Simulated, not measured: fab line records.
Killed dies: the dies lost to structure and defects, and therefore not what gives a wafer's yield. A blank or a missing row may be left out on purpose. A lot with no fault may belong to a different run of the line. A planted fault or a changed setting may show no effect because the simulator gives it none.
A lot that was struck, set against a sound lot + flow n5Finfet + 16 steps out of a route of 1938
Sound: these wafers, L948.4, L948.5, L948.6. Wafers struck: L944.3, L944.4, L944.6. The cause is given at the end.
For every step that has rows: the tool of each side, followed by ch and its chambers, followed by its first start. Under that, the readings that differ: sound wafers + struck wafers + difference of the means + sigmas: that difference in standard deviations of wafers without a fault.
alike: same words and numbers on both sides, and readings whose means sit less than 2 such deviations apart. not compared: any withheld reading, any reading some wafer has no value for, any bound like >300 that may hide the same value, and any number with overlapping values for which the record gives no deviation.
The two part at a step that has a row with sigmas, a row that says differs or no value, or rows on one side only. When numbers do not overlap yet have no deviation, they are printed without sigmas and do not part them. Lack of a reading on every wafer of one side parts them only where that side has two or more wafers.

first, 7 steps without rows for these wafers: N5_HKMG_FIN_COAT_30 (time 60 s, resist thk 35 nm); N5_HKMG_FIN_COAT_06 (resist thk 90 nm); N5_HKMG_FIN_EBR_08; N5_HKMG_FIN_SOFTBAKE_07 (time 60 s); N5_HKMG_FIN_EXPOSE_09 (exposes mask NWFM); N5_HKMG_FIN_PEB_10 (peb time 60 s); N5_HKMG_FIN_DEVELOP_11 (develop time 30 s).
N5_HKMG_FIN_CD_MEAS_12: target cd 92.8 nm.
  sound on cdSem-03 ch 0, day 9 15:55; struck on cdSem-01 ch 0, day 8 14:40
  alike: cdNm
N5_HKMG_FIN_OVL_MEAS_13:
  sound on overlay-02 ch 0, day 9 15:56; struck on overlay-01 ch 0, day 8 14:41
  alike: NWFM_OVL
N5_HKMG_FIN_INSPECT_14: inspects for defects (macro).
  sound on defectInspect-01, day 9 15:58; struck on defectInspect-01, day 8 14:43
  alike: rawDefectCount
N5_HKMG_FIN_DESCUM_17: chemistry O2, time 7.9 s.
  sound on rieDiel-01 ch 0,1,2, day 9 16:00; struck on rieDiel-04 ch 0,1,2, day 8 14:45
  alike: drypumpMotorCurrentA, oesProductAu, rfVppV, showerheadPlenumPTorr, throttleValvePct
  not compared: rfHoursCounterH
N5_HKMG_FIN_ETCH_31: etches SiARC in CF4, target depth 45.5 nm, time 75.8 s.
  sound on rieDiel-01 ch 0,1,2, day 9 16:02; struck on rieDiel-04 ch 0,1,2, day 8 14:47
  alike: drypumpMotorCurrentA, etchRfOnTimeS, oesProductAu, rfFwdPowerW, rfVppV, showerheadPlenumPTorr, throttleValvePct
  not compared: rfHoursCounterH
N5_HKMG_FIN_ETCH_32: etches SOC in N2/H2, target depth 240 nm, time 300 s.
  sound on rieDiel-01 ch 0,1,2, day 9 16:05; struck on rieDiel-04 ch 0,1,2, day 8 14:50
| reading                                    | sound             | struck               | difference | sigmas |
|--------------------------------------------|-------------------|----------------------|------------|--------|
| oesProductAu (a.u.)                        | 0.72 0.73 0.70    | 0.95 0.83 0.78       | +0.14      | +2     |
| rfFwdPowerW (W)                            | 832.8 837.4 836.6 | 1037.6 1039.0 1042.2 | +204.0     | +76    |
| rfVppV (V)                                 | 521.5 524.1 524.8 | 489.2 486.3 487.6    | -35.8      | -17    |
| model.HKMG_FIN.featureDepthNm (nm)         | 239.8 233.6 241.8 | 287.4 279.4 285      | +45.5      |        |
| model.etch.depthNm (nm)                    | 239.7 233.7 241.7 | 287.4 279.5 285      | +45.6      |        |
| model.SiARC_of_HKMG_FIN_COAT_30.thkNm (nm) | 20.8 21.8 21      | 19.2 20.2 19.4       | -1.6       |        |
  alike: drypumpMotorCurrentA, n2FlowSccm, showerheadPlenumPTorr, throttleValvePct
  not compared: rfHoursCounterH
then, 1 step without rows for these wafers: N5_HKMG_FIN_STRIP_33 (strips in N2/H2).
-- a jump in the record: the struck wafers' starts before and after are 4 days apart (it breaks off in module HKMG_FIN and resumes in module BEOL_M4, where the first step shown is number 1111 of the route) --
N5_BEOL_M4_RC_MEAS_101:
  sound on prober-02 ch 0, day 13 16:05; struck on prober-02 ch 0, day 12 17:25
  alike: DIBL_N, DIBL_P, IOFF_N, IOFF_P, ION_N, ION_P, SS_N, SS_P, VT_N, VT_P
then, 1 step without rows for these wafers: N5_PASSIVATION_PROBE_49.

## WHERE THEY PART
Only at N5_HKMG_FIN_ETCH_32, within this record. Later steps at which nothing parts them and some readings are alike: N5_BEOL_M4_RC_MEAS_101.

WHY: the cause the simulator had injected
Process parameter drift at N5_HKMG_FIN_ETCH_32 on rieDiel-04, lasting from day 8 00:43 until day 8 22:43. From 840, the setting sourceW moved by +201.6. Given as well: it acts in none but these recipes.
